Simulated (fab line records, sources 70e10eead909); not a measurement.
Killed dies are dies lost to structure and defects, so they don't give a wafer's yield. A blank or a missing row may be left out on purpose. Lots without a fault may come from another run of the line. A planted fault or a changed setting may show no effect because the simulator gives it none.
Which tool did it? | flow nand_harc | 11 lots, 33 wafers sampled, at 6 steps of a route of 1159

WHAT THE GAUGES READ, wafer by wafer
NHARC_A_CHANNEL_HOLE_D1_INSPECT_40.
lot  | measured     | on                | raw_defect_count
L452 | day 9 07:36  | defect_inspect-01 | 65 62 60
L451 | day 9 11:43  | defect_inspect-01 | 68 72 64
L454 | day 9 15:54  | defect_inspect-01 | 84 82 78
L457 | day 9 23:11  | defect_inspect-02 | 69 83 59
L456 | day 10 00:13 | defect_inspect-02 | 69 63 63
L460 | day 11 06:50 | defect_inspect-01 | 65 65 54
L459 | day 11 11:01 | defect_inspect-02 | 51 42 72
L462 | day 11 15:53 | defect_inspect-02 | 57 57 54
L465 | day 12 09:44 | defect_inspect-02 | 1430 1339 1345
L466 | day 12 19:32 | defect_inspect-02 | 1378 1335 1361
L473 | day 14 10:34 | defect_inspect-01 | 59 85 68

NHARC_END_SORT_01.
lot  | measured     | on        | killed_at_array | killed_at_other | killed_at_periphery | killed_dies | killed_open | killed_short
L460 | day 22 01:56 | prober-01 | 26 26 29        | 1 2 1           | 0 0 1               | 27 28 31    | 3 2 2       | 1 2 3
L459 | day 22 09:40 | prober-01 | 13              | 0               | 6                   | 19          | 2           | 2
L462 | day 22 02:04 | prober-02 | 42 54 37        | 0 0 0           | 4 0 2               | 46 54 39    | 3 0 2       | 5 3 2
L465 | day 23 14:08 | prober-02 | 117 119 102     | 0 0 0           | 1 4 3               | 118 123 105 | 1 1 8       | 0 1 2
L466 | day 23 08:43 | prober-01 | 106 85 104      | 2 3 3           | 3 1 3               | 111 89 110  | 4 2 5       | 1 1 0

WHICH TOOL RAN EACH LOT (tool, then ch and the chambers of the sampled wafers, then the start)
lot  | NHARC_A_CHANNEL_HOLE_D1_ETCH_20  | NHARC_A_CHANNEL_HOLE_D1_ETCH_23  | NHARC_A_CHANNEL_HOLE_D1_ETCH_25  | NHARC_A_CHANNEL_HOLE_D1_XSEM_31
L452 | har_etch-01 ch 0,1, day 9 01:58  | har_etch-01 ch 0,1, day 9 03:17  | har_etch-01 ch 0,1, day 9 04:45  | xsem-01 ch 0, day 9 07:31
L451 | har_etch-01 ch 0,1, day 9 06:14  | har_etch-01 ch 0,1, day 9 07:41  | har_etch-01 ch 0,1, day 9 09:12  | xsem-01 ch 0, day 9 11:37
L454 | har_etch-01 ch 0,1, day 9 10:17  | har_etch-01 ch 0,1, day 9 11:37  | har_etch-01 ch 0,1, day 9 13:05  | xsem-01 ch 0, day 9 15:48
L457 | har_etch-01 ch 0,1, day 9 17:36  | har_etch-01 ch 0,1, day 9 18:55  | har_etch-01 ch 0,1, day 9 20:23  | xsem-01 ch 0, day 9 23:05
L456 | har_etch-02 ch 0,1, day 9 18:27  | har_etch-02 ch 0,1, day 9 19:47  | har_etch-02 ch 0,1, day 9 21:14  | xsem-02 ch 0, day 10 00:07
L460 | har_etch-01 ch 0,1, day 11 01:15 | har_etch-01 ch 0,1, day 11 02:35 | har_etch-01 ch 0,1, day 11 04:02 | xsem-02 ch 0, day 11 06:44
L459 | har_etch-02 ch 0,1, day 11 04:52 | har_etch-02 ch 0,1, day 11 06:15 | har_etch-02 ch 0,1, day 11 07:44 | xsem-01 ch 0, day 11 10:56
L462 | har_etch-01 ch 0,1, day 11 10:21 | har_etch-01 ch 0,1, day 11 11:44 | har_etch-01 ch 0,1, day 11 13:14 | xsem-02 ch 0, day 11 15:47
L465 | har_etch-01 ch 0,1, day 12 04:08 | har_etch-01 ch 0,1, day 12 05:31 | har_etch-01 ch 0,1, day 12 07:01 | xsem-02 ch 0, day 12 09:38
L466 | har_etch-01 ch 0,1, day 12 14:04 | har_etch-01 ch 0,1, day 12 15:36 | har_etch-01 ch 0,1, day 12 17:08 | xsem-01 ch 0, day 12 19:26
L473 | har_etch-02 ch 0,1, day 14 04:59 | har_etch-02 ch 0,1, day 14 06:18 | har_etch-02 ch 0,1, day 14 07:45 | xsem-01 ch 0, day 14 10:28
- NHARC_A_CHANNEL_HOLE_D1_ETCH_20: etches the open film in C4F8/O2/Ar, time 361.9 s, target depth 1600 nm.
- NHARC_A_CHANNEL_HOLE_D1_ETCH_23: etches the open film in C4F8/O2/Ar, time 819 s, target depth 1600 nm.
- NHARC_A_CHANNEL_HOLE_D1_ETCH_25: etches the open film in C4F8/O2/Ar, time 1040.2 s, target depth 1500 nm.
- NHARC_A_CHANNEL_HOLE_D1_XSEM_31

WHAT THE TOOLS THEMSELVES READ (means of the sampled wafers that have a number; where no wafer has one, the mark that the record gives instead)
NHARC_A_CHANNEL_HOLE_D1_ETCH_20.
lot  | tool        | drypump_motor_current_A (A) | esc_clamp_current_uA | he_backside_leak_sccm (sccm) | showerhead_plenum_p_Torr (Torr) | throttle_valve_pct (%)
L452 | har_etch-01 | 5.78                        | 0.02045              | 5.35                         | 3.69                            | 32.152
L451 | har_etch-01 | 5.78                        | 0.02044              | 5.19                         | 3.69                            | 32.149
L454 | har_etch-01 | 5.52                        | 0.02043              | 5.42                         | 3.75                            | 32.158
L457 | har_etch-01 | 5.78                        | 0.02046              | 5.32                         | 3.68                            | 32.149
L456 | har_etch-02 | 5.61                        | 0.02081              | 5.53                         | 3.60                            | 32.152
L460 | har_etch-01 | 5.78                        | 0.02043              | 5.33                         | 3.68                            | 32.158
L459 | har_etch-02 | 5.61                        | 0.02083              | 5.59                         | 3.68                            | 32.161
L462 | har_etch-01 | 5.53                        | 0.02047              | 5.76                         | 3.74                            | 32.150
L465 | har_etch-01 | 5.78                        | 0.02048              | 5.61                         | 3.67                            | 32.158
L466 | har_etch-01 | 5.80                        | 0.02049              | 5.39                         | 3.67                            | 32.156
L473 | har_etch-02 | 5.61                        | 0.02078              | 5.78                         | 3.66                            | 32.161

NHARC_A_CHANNEL_HOLE_D1_ETCH_23.
lot  | tool        | drypump_motor_current_A (A) | esc_clamp_current_uA | he_backside_leak_sccm (sccm) | showerhead_plenum_p_Torr (Torr) | throttle_valve_pct (%)
L452 | har_etch-01 | 5.79                        | 0.02044              | 5.24                         | 3.69                            | 32.149
L451 | har_etch-01 | 5.81                        | 0.02046              | 5.41                         | 3.69                            | 32.154
L454 | har_etch-01 | 5.53                        | 0.02046              | 5.46                         | 3.75                            | 32.161
L457 | har_etch-01 | 5.78                        | 0.02043              | 5.46                         | 3.68                            | 32.160
L456 | har_etch-02 | 5.59                        | 0.02083              | 5.61                         | 3.60                            | 32.155
L460 | har_etch-01 | 5.79                        | 0.02048              | 5.61                         | 3.68                            | 32.154
L459 | har_etch-02 | 5.61                        | 0.02079              | 5.52                         | 3.68                            | 32.153
L462 | har_etch-01 | 5.51                        | 0.02047              | 5.52                         | 3.74                            | 32.148
L465 | har_etch-01 | 5.80                        | 0.02046              | 5.69                         | 3.67                            | 32.149
L466 | har_etch-01 | 5.78                        | 0.02048              | 5.36                         | 3.67                            | 32.157
L473 | har_etch-02 | 5.59                        | 0.02085              | 5.83                         | 3.66                            | 32.160

NHARC_A_CHANNEL_HOLE_D1_ETCH_25.
lot  | tool        | drypump_motor_current_A (A) | esc_clamp_current_uA | he_backside_leak_sccm (sccm) | showerhead_plenum_p_Torr (Torr) | throttle_valve_pct (%)
L452 | har_etch-01 | 5.79                        | 0.02048              | 5.5                          | 3.68                            | 32.239
L451 | har_etch-01 | 5.77                        | 0.02046              | 5.4                          | 3.68                            | 32.242
L454 | har_etch-01 | 5.54                        | 0.02050              | 5.4                          | 3.74                            | 32.234
L457 | har_etch-01 | 5.78                        | 0.02045              | 5.7                          | 3.68                            | 32.216
L456 | har_etch-02 | 5.60                        | 0.02080              | 5.6                          | 3.60                            | 32.234
L460 | har_etch-01 | 5.77                        | 0.02044              | 5.6                          | 3.67                            | 32.237
L459 | har_etch-02 | 5.61                        | 0.02076              | 5.4                          | 3.67                            | 32.222
L462 | har_etch-01 | 5.50                        | 0.02047              | 5.5                          | 3.73                            | 32.236
L465 | har_etch-01 | 5.79                        | 0.02049              | 5.6                          | 3.66                            | 32.237
L466 | har_etch-01 | 5.80                        | 0.02044              | 5.5                          | 3.66                            | 32.230
L473 | har_etch-02 | 5.59                        | 0.02082              | 7.2                          | 3.65                            | 32.238

NHARC_A_CHANNEL_HOLE_D1_XSEM_31.
lot  | tool    | bot_cd_nm (nm) | bow_nm (nm) | tilt_deg (degrees)
L452 | xsem-01 | 72.1           | 8.45        | 0.11
L451 | xsem-01 | 72.2           | 8.38        | 0.05
L454 | xsem-01 | 74.0           | 8.47        | 0.22
L457 | xsem-01 | 73.7           | 8.66        | 0.04
L456 | xsem-02 | 74.4           | 8.50        | 0.18
L460 | xsem-02 | 74.9           | 8.58        | 0.07
L459 | xsem-01 | 75.3           | 8.82        | 0.14
L462 | xsem-02 | 73.0           | 8.81        | 0.02
L465 | xsem-02 | 74.3           | 8.79        | 0.07
L466 | xsem-01 | 73.1           | 8.82        | 0.15
L473 | xsem-01 | 74.1           | 8.12        | 0.03

THE ANSWER, worked out from the rows above alone
Rule: what is usual is taken from the lots themselves. Put in order of their means at a reading, lots are off if they are a third of the lots or fewer, leave a main group of 4 or more, and stand apart from it by a gap of 3 or more times the standard deviation of the main group's means; of several such gaps the widest counts. A main group whose means are all the same, to the digits that the tables above print for the reading, isn't used. A lot without any number at a reading at which 4 lots or more have one is off too. The other lots that the step has rows for count as sound. The gauges are gone through in route order, then the tools' own readings, and for those a lot's mean is taken as printed above. The first step at which some lot is off is used, and at that step the reading that is off furthest; a lot without a number counts as furthest.
Off: L465, L466, at NHARC_A_CHANNEL_HOLE_D1_INSPECT_40 (raw_defect_count). The main group: mean 66, standard deviation 7.7.
A tool fits if, at a process step before that reading, it ran every lot that is off, and no sound lot after the first of them. The gauges at NHARC_A_CHANNEL_HOLE_D1_INSPECT_40 are tried like those tools. Can't be told from this: 2 tools fit, har_etch-01 at NHARC_A_CHANNEL_HOLE_D1_ETCH_20 and NHARC_A_CHANNEL_HOLE_D1_ETCH_23 and NHARC_A_CHANNEL_HOLE_D1_ETCH_25, defect_inspect-02 at NHARC_A_CHANNEL_HOLE_D1_INSPECT_40.

WHAT THE SIMULATOR HAD PUT IN
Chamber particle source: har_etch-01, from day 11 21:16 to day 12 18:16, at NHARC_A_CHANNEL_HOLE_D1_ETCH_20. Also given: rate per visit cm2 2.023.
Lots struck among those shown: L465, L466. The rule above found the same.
